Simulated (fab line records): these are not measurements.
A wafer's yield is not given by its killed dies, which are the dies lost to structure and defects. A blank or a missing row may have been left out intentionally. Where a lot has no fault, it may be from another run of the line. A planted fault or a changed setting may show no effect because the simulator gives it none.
fab line records	flow n5_finfet
record lots=10	wafers=30	last_day=17
route steps=1938 shown MOL_CONTACT_COAG@619 BEOL_M0_SAQP@638 BEOL_M4@1111
lots with no fault: from the same line, run without faults
start_h: the number of hours between the record's first day and the start of the first shown wafer of the lot	wait_h: hours since the lot's step before	" repeats the value in the row above	L1.1+2: several wafers, shown together as one row	- either no value or no given start	* or withheld: withheld	< > ~ a bound
route shown NAME@n: NAME is a module with steps in the file, n the number in the route of the first one	usual: the fault-free wafers' mean and standard deviation	same: alike in all rows	chamber/n: place in a boat	sites: per-site readings	_std_site: standard deviation across them	_edge_site: the outer-site mean with the inner-site mean subtracted	radius_mm: how far each site lies from the wafer's centre	mask NAME#n: copy n	behind: tool/chamber where the wafer was last shaped	hold: the reason the lot was held/the length of the hold in hours/how it ended	device: which transistor (n, p or np) failed to switch	end of line: tests of these same wafers at the route's end	a step with no rows: only its recipe	killed: dies that structure and defects cost at the first sort, which is not the same as the wafer's yield	map: shows each die of a wafer: x if killed, . if not, _ if none is there
set.NAME: the setting as run; set.NAME@STEP: as run at that earlier step	model.NAME: the simulator's own value behind a step, which no gauge read
route steps across a sampled set of lots; one table per step, one row per wafer
services: when a tool's chamber went out of use (start_h, in hours from the record's first day, below 0 if earlier), for how many hours, and the reason
## steps
# step N5_MOL_CONTACT_COAG_STRIP_49
# recipe chemistry=N2/H2	time_s=30	power_w=1000	temp_c=250	pressure_mtorr=withheld	n2_flow_sccm=1750	h2_flow_sccm=3250
# usual drypump_motor_current_A=5.5/0.48	heater_power_w=327/28
lot.wafer	tool	chamber	start_h	wait_h	drypump_motor_current_A	heater_power_w	rf_hours_counter_h
L903.1	plasma_asher-02	0	119.21	-	5.5	332	41
L903.3	"	1	"	"	5.6	339	-
L903.6	"	0	"	"	5.5	335	-
L905.2	plasma_asher-01	1	132.82	-	4.9	354	106
L905.4	"	1	"	"	5.0	354	-
L905.5	"	0	"	"	6.2	289	-
L906.3	plasma_asher-01	1	135.27	-	4.9	353	-
L906.4	"	0	"	"	6.2	287	-
L906.6	"	1	"	"	5.0	359	-
L908.2	plasma_asher-01	1	155.04	-	4.9	359	110
L908.4	"	1	"	"	5.0	348	-
L908.5	"	0	"	"	6.2	290	-
L910.2	plasma_asher-02	1	158.65	-	5.6	338	50
L910.4	"	1	"	"	5.6	337	-
L910.5	"	0	"	"	5.4	335	-
L911.1	plasma_asher-01	1	160.32	-	4.9	360	111
L911.3	"	1	"	"	4.9	353	-
L911.4	"	0	"	"	6.2	288	-
L914.2	plasma_asher-02	1	186.68	-	5.6	338	57
L914.4	"	0	"	"	5.5	338	-
L914.6	"	1	"	"	5.6	342	-
L918.2	plasma_asher-02	1	202.92	-	5.6	339	60
L918.4	"	1	"	"	5.6	339	-
L918.6	"	1	"	"	5.6	345	-
L920.3	plasma_asher-01	0	218.68	-	6.1	293	-
L920.4	"	1	"	"	5.0	358	-
L920.5	"	1	"	"	5.0	355	-
L921.4	plasma_asher-02	1	227.73	-	5.6	348	-
L921.5	"	0	"	"	5.5	334	-
L921.6	"	1	"	"	5.6	335	-
# step N5_BEOL_M0_SAQP_PECVD_04
# recipe material=a-Si	target_thk_a=600	temp_c=350	precursor=SiH4/He	pressure_torr=3	rf_w=100	time_s=60.2
# usual heater_power_w=612/58	showerhead_plenum_p_Torr=5.68/0.046	throttle_valve_pct=18.3/1
lot.wafer	tool	chamber	start_h	wait_h	heater_power_w	showerhead_plenum_p_Torr	throttle_valve_pct
L903.1	pecvd-01	1	125.19	0.0	637	5.63	19.4
L903.3	"	2	"	"	593	5.65	18.6
L903.6	"	1	"	"	649	5.61	19.6
L905.2	pecvd-02	2	137.76	0.0	529	5.71	17.7
L905.4	"	1	"	"	518	5.75	19.9
L905.5	"	2	"	"	542	5.71	17.6
L906.3	pecvd-01	0	140.44	0.0	714	5.66	17.1
L906.4	"	1	"	"	595	5.60	19.6
L906.6	"	0	"	"	735	5.65	17.0
L908.2	pecvd-04	1	159.71	0.0	696	5.72	17.6
L908.4	"	1	"	"	697	5.70	17.4
L908.5	"	0	"	"	686	5.58	17.0
L911.1	pecvd-01	1	165.70	0.0	621	5.62	19.5
L911.3	"	0	"	"	698	5.67	17.1
L911.4	"	1	"	"	608	5.62	19.3
L910.2	pecvd-02	1	165.80	0.0	562	5.74	19.5
L910.4	"	1	"	"	559	5.73	19.9
L910.5	"	0	"	"	655	5.69	18.5
L914.2	pecvd-01	1	193.71	0.0	658	5.63	19.2
L914.4	"	2	"	"	557	5.66	18.6
L914.6	"	0	"	"	707	5.65	16.8
L918.2	pecvd-02	1	208.97	0.0	578	5.76	20.0
L918.4	"	1	"	"	506	5.74	20.1
L918.6	"	2	"	"	512	5.71	17.4
L920.3	pecvd-01	0	224.95	0.1	689	5.65	17.2
L920.4	"	1	"	"	627	5.61	19.3
L920.5	"	1	"	"	653	5.63	19.5
L921.4	pecvd-02	0	233.46	0.0	628	5.70	18.5
L921.5	"	1	"	"	568	5.75	19.8
L921.6	"	2	"	"	603	5.72	17.6
# step N5_BEOL_M0_SAQP_COAT_81
# recipe resist=SOC	temp_c=250	time_s=60	spin_rpm=1500	resist_thk_nm=100
# usual heater_power_total_W=500.3/1.7	plate_temp_C=249.97/0.18	resist_line_temp_C=22.98/0.1	spin_speed_rpm=1500.2/0.94
lot.wafer	tool	chamber	start_h	wait_h	heater_power_total_W	plate_temp_C	resist_line_temp_C	spin_speed_rpm
L903.1	litho_track-01	0	125.40	0.1	502.5	249.86	23.03	1500.8
L903.3	"	0	"	"	502.7	249.87	23.10	1498.6
L903.6	"	0	"	"	497.4	250.05	22.85	1499.4
L905.2	litho_track-04	0	137.97	0.1	499.7	250.12	23.11	1498.9
L905.4	"	0	"	"	499.2	250.06	22.93	1498.2
L905.5	"	0	"	"	497.7	249.88	23.07	1499.7
L906.3	litho_track-04	0	140.65	0.1	499.4	250.02	23.07	1499.9
L906.4	"	0	"	"	502.6	249.97	23.14	1500.8
L906.6	"	0	"	"	501.2	249.86	23.08	1500.3
L908.2	litho_track-02	0	159.92	0.1	501.6	250.23	23.00	1499.3
L908.4	"	0	"	"	499.7	250.10	23.13	1499.0
L908.5	"	0	"	"	501.8	250.39	22.98	1499.0
L911.1	litho_track-04	0	165.91	0.1	500.8	250.00	22.89	1500.5
L911.3	"	0	"	"	499.7	250.11	23.23	1501.0
L911.4	"	0	"	"	501.7	250.21	22.87	1500.1
L910.2	litho_track-02	0	166.01	0.1	501.8	249.82	23.10	1501.4
L910.4	"	0	"	"	498.2	249.99	23.03	1500.8
L910.5	"	0	"	"	501.5	249.67	22.99	1501.3
L914.2	litho_track-02	0	193.92	0.1	499.8	249.99	22.91	1500.0
L914.4	"	0	"	"	499.8	249.98	22.76	1499.2
L914.6	"	0	"	"	502.8	250.06	22.83	1501.7
L918.2	litho_track-04	0	209.18	0.1	500.2	249.68	23.07	1498.6
L918.4	"	0	"	"	498.9	249.83	23.00	1499.3
L918.6	"	0	"	"	498.4	249.68	23.15	1498.8
L920.3	litho_track-04	0	225.16	0.1	490.4	245.68	22.85	1501.4
L920.4	"	0	"	"	490.4	245.63	22.88	1499.6
L920.5	"	0	"	"	490.3	245.83	22.89	1500.0
L921.4	litho_track-04	0	233.64	0.0	490.5	245.73	22.78	1500.7
L921.5	"	0	"	"	492.3	246.09	22.84	1499.6
L921.6	"	0	"	"	489.0	245.83	22.84	1498.0
# step N5_BEOL_M0_SAQP_OVL_MEAS_15
# recipe points_per_wafer=44
# usual M0_CORE_OVL=0.2/0.72
lot.wafer	tool	chamber	start_h	wait_h	M0_CORE_OVL[nm]
L903.1	overlay-01	0	125.80	0.0	0.5
L903.3	"	0	"	"	0.2
L903.6	"	0	"	"	0.2
L905.2	overlay-01	0	138.24	0.0	0.0
L905.4	"	0	"	"	-0.5
L905.5	"	0	"	"	-1.0
L906.3	overlay-01	0	141.05	0.0	-0.7
L906.4	"	0	"	"	-0.4
L906.6	"	0	"	"	-0.1
L908.2	overlay-01	0	160.19	0.0	0.3
L908.4	"	0	"	"	0.6
L908.5	"	0	"	"	0.2
L911.1	overlay-02	0	166.18	0.0	-0.8
L911.3	"	0	"	"	0.1
L911.4	"	0	"	"	-0.2
L910.2	overlay-01	0	166.41	0.0	0.9
L910.4	"	0	"	"	0.2
L910.5	"	0	"	"	-0.5
L914.2	overlay-01	0	194.32	0.0	-0.4
L914.4	"	0	"	"	0.0
L914.6	"	0	"	"	-0.3
L918.2	overlay-01	0	209.45	0.0	-0.5
L918.4	"	0	"	"	0.2
L918.6	"	0	"	"	0.1
L920.3	overlay-02	0	225.44	0.0	0.0
L920.4	"	0	"	"	-0.4
L920.5	"	0	"	"	-0.5
L921.4	overlay-02	0	233.95	0.1	1.1
L921.5	"	0	"	"	-0.9
L921.6	"	0	"	"	-0.2
# step N5_BEOL_M4_RC_MEAS_101
# usual DIBL_N=35.4/2.1	DIBL_P=34.8/2.6	IOFF_N=0.15/0.037	IOFF_P=0.19/0.037	ION_N=677/16	ION_P=462/9.3	SS_N=71.4/0.75	SS_P=72.9/0.77	VT_N=250/3.7	VT_P=-251/3.5
lot.wafer	tool	chamber	start_h	wait_h	DIBL_N[mV/V]	DIBL_P[mV/V]	IOFF_N[nA/um]	IOFF_P[nA/um]	ION_N[uA/um]	ION_P[uA/um]	SS_N[mV/dec]	SS_P[mV/dec]	VT_N[mV]	VT_P[mV]
L903.1	prober-01	0	197.97	0.0	35.3	35.4	0.15	0.19	690	464	71.8	73.3	245	-253
L903.3	"	0	"	"	36.9	36.0	0.16	0.18	677	453	71.4	72.7	250	-255
L903.6	"	0	"	"	31.4	29.3	0.09	0.12	657	449	70.0	71.3	256	-259
L905.2	prober-02	0	200.94	0.2	39.0	37.7	0.24	0.23	679	456	72.0	74.2	245	-248
L905.4	"	0	"	"	32.9	31.1	0.12	0.15	672	463	70.8	72.4	255	-252
L905.5	"	0	"	"	37.2	35.9	0.20	0.21	688	465	72.7	73.9	245	-248
L906.3	prober-02	0	204.45	0.3	35.6	35.9	0.15	0.20	677	461	71.1	73.5	253	-249
L906.4	"	0	"	"	33.2	32.4	0.11	0.14	669	459	70.3	71.7	255	-254
L906.6	"	0	"	"	32.8	32.0	0.11	0.15	647	454	71.4	72.9	253	-253
L908.2	prober-01	0	226.99	0.6	35.8	35.1	0.16	0.19	697	474	71.5	72.5	246	-249
L908.4	"	0	"	"	36.6	34.8	0.16	0.19	688	464	71.2	73.1	247	-251
L908.5	"	0	"	"	36.7	35.7	0.16	0.20	690	471	71.1	72.8	247	-250
L910.2	prober-01	0	230.56	0.2	34.5	34.6	0.13	0.17	684	464	71.4	72.2	252	-252
L910.4	"	0	"	"	36.8	37.8	0.15	0.20	669	453	71.6	73.7	251	-255
L910.5	"	0	"	"	36.8	36.9	0.16	0.19	668	457	71.8	73.4	249	-253
L911.1	prober-01	0	231.34	0.7	36.0	34.6	0.13	0.21	649	450	71.0	73.0	250	-251
L911.3	"	0	"	"	36.2	34.6	0.15	0.20	677	466	71.3	73.2	246	-252
L911.4	"	0	"	"	37.3	35.1	0.15	0.19	661	450	71.3	72.4	249	-251
L914.2	prober-01	0	252.84	0.2	35.2	34.9	0.15	0.21	683	467	71.2	73.5	248	-248
L914.4	"	0	"	"	35.3	34.9	0.14	0.21	679	469	71.3	73.1	249	-249
L914.6	"	0	"	"	33.4	32.1	0.12	0.17	674	462	71.4	72.2	254	-250
L918.2	prober-01	0	269.96	0.2	33.1	32.2	0.11	0.15	662	448	69.8	71.9	252	-255
L918.4	"	0	"	"	32.3	31.9	0.11	0.15	682	472	70.4	73.0	253	-253
L918.6	"	0	"	"	33.5	33.4	0.13	0.16	668	456	71.0	72.7	251	-251
L920.3	prober-01	0	286.65	0.3	36.2	36.9	0.18	0.22	694	472	72.3	72.9	247	-249
L920.4	"	0	"	"	37.5	38.8	0.21	0.25	697	472	72.2	73.3	246	-249
L920.5	"	0	"	"	37.8	38.8	0.20	0.24	696	471	72.2	73.0	245	-245
L921.4	prober-01	0	303.34	0.5	35.9	34.1	0.13	0.15	656	449	71.6	72.8	255	-254
L921.5	"	0	"	"	39.2	39.1	0.20	0.22	709	469	72.2	74.6	245	-253
L921.6	"	0	"	"	35.8	33.8	0.13	0.14	668	445	71.5	73.2	254	-261
## services
tool	chamber	start_h	hours	kind
litho_track-04	-	111.76	-	consumable_replace:filter
pecvd-02	0	118.68	2.1	scheduled_down
pecvd-04	0	136.78	13.9	repair
pecvd-04	2	163.33	2.1	scheduled_down
pecvd-04	1	170.87	13.4	repair
pecvd-04	1	188.62	2.1	scheduled_down
pecvd-01	2	202.38	-	clean
pecvd-01	2	202.38	-	consumable_replace:showerhead
pecvd-01	2	202.38	29.0	scheduled_down
pecvd-01	2	202.38	29.0	vent_cycle
pecvd-02	1	204.81	2.1	scheduled_down
pecvd-02	2	212.94	5.5	scheduled_down
## key
first_sign step=N5_BEOL_M0_SAQP_COAT_81	reading=plate_temp_C	direction=down	sigmas=23	usual=*	struck=*
effect step=N5_BEOL_M0_SAQP_COAT_81	reading=heater_power_total_W	direction=down	sigmas=5.7	usual=*	struck=*
met_at N5_BEOL_M0_SAQP_COAT_81
struck_lots L920,L921
not_acting_at N5_MOL_CONTACT_COAG_STRIP_49,N5_BEOL_M0_SAQP_PECVD_04,N5_BEOL_M0_SAQP_OVL_MEAS_15
onset_between 209.18 225.16
fault kind=process_parameter_drift	tool=litho_track-04	chamber=-	onset_h=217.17	steps=N5_BEOL_M0_SAQP_COAT_81	channel=temp_c	offset=*	shape=step	end_h=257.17	acts_in=*	stated=*
